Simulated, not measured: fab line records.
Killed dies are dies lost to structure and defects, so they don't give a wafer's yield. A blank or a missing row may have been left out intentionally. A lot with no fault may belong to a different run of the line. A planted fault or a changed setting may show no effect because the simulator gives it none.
Which tool was responsible?	flow n5_finfet	Sampling: 9 lots, 27 wafers, 4 of 1938 route steps

== WHAT THE GAUGES SHOWED, per wafer ==
N5_BEOL_M1_CD_MEAS_28: target cd y 23.3 nm.
lot	measured	on	cd_nm (nm)
L892	day 7 00:25	cd_sem-03	23.73 24.20 23.75
L894	day 7 16:10	cd_sem-01	23.68 23.89 24.19
L895	day 7 19:01	cd_sem-02	23.81 23.70 23.93
L898	day 8 17:16	cd_sem-01	22.23 22.61 22.48
L899	day 8 20:49	cd_sem-02	22.57 22.62 22.25
L900	day 9 05:46	cd_sem-01	24.10 24.01 24.08
L901	day 9 12:34	cd_sem-03	22.32 22.34 22.11
L906	day 10 13:21	cd_sem-03	24.41 23.78 24.34
L910	day 11 17:20	cd_sem-03	24.25 24.25 24.08

== TOOL THAT RAN EACH LOT (tool first, then ch and the chambers of the sampled wafers, then the start) ==
lot	N5_BEOL_M1_ILD_DEP_00	N5_BEOL_M1_ETCH_63	N5_BEOL_M1_EXPOSE_25
L892	pecvd-03 ch 0,1,2, day 6 22:15	rie_diel-01 ch 2,3, day 6 23:25	euv_scanner-02 ch 0, day 7 00:18
L894	pecvd-01 ch 0,1,2, day 7 12:40	rie_diel-01 ch 0,1, day 7 15:23	euv_scanner-02 ch 0, day 7 16:02
L895	pecvd-03 ch 0,1, day 7 17:08	rie_diel-03 ch 1,2,3, day 7 18:19	euv_scanner-02 ch 0, day 7 18:52
L898	pecvd-03 ch 0,1,2, day 8 13:35	rie_diel-06 ch 0,1, day 8 16:26	euv_scanner-02 ch 0, day 8 17:08
L899	pecvd-01 ch 0,1, day 8 18:50	rie_diel-03 ch 1,2, day 8 20:05	euv_scanner-02 ch 0, day 8 20:40
L900	pecvd-01 ch 0,1,2, day 9 03:04	rie_diel-06 ch 1,2,3, day 9 04:52	euv_scanner-01 ch 0, day 9 05:38
L901	pecvd-03 ch 0,1,2, day 9 08:59	rie_diel-03 ch 0,2,3, day 9 11:44	euv_scanner-02 ch 0, day 9 12:26
L906	pecvd-03 ch 0,1, day 10 11:11	rie_diel-06 ch 0,1,2, day 10 12:33	euv_scanner-01 ch 0, day 10 13:13
L910	pecvd-02 ch 0,1,2, day 11 14:32	rie_diel-03 ch 1,2, day 11 16:25	euv_scanner-01 ch 0, day 11 17:13
- N5_BEOL_M1_ILD_DEP_00: deposits SiOC from DEMS/O2, target thk 79 nm, time 15.3 s.
- N5_BEOL_M1_ETCH_63: etches SiARC in CF4, target depth 15.6 nm, time 26 s.
- N5_BEOL_M1_EXPOSE_25: exposes mask V0, defocus 5 nm, target cd 24 nm.

== THE ANSWER, worked out from the rows above alone ==
Rule: the lots themselves supply what counts as usual. The widest of any qualifying gaps counts: lots, ordered by their means at a reading, are off when they make up no more than a third of the lots, leave a main group of 4 or more, and stand apart from it by 3 or more times the standard deviation of that group's means. Not used: any main group whose means are identical at the precision the tables above print for the reading. Also off: a lot with no number at a reading for which 4 or more lots have one. Any other lot the step has rows for is counted as sound.
Off at N5_BEOL_M1_CD_MEAS_28 (cd_nm): L898, L899, L901. Main group: mean 24.01 nm, sd 0.14.
A tool fits if, at a process step before that reading, it ran every lot that is off, and no sound lot after the first of them. The gauges at N5_BEOL_M1_CD_MEAS_28 are tried like those tools. One fits: euv_scanner-02 at N5_BEOL_M1_EXPOSE_25. A fault onset in the window from L895 (day 7 18:52, its last sound lot) to L898 (day 8 17:08, its first lot off) fits.

== WHAT THE SIMULATOR HAD PUT IN ==
Process parameter drift: euv_scanner-02, from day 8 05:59 on, at N5_BEOL_M1_EXPOSE_25. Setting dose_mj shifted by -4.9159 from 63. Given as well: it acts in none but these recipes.
Lots struck among those shown: L898, L899, L901. The rule above reached the same finding.
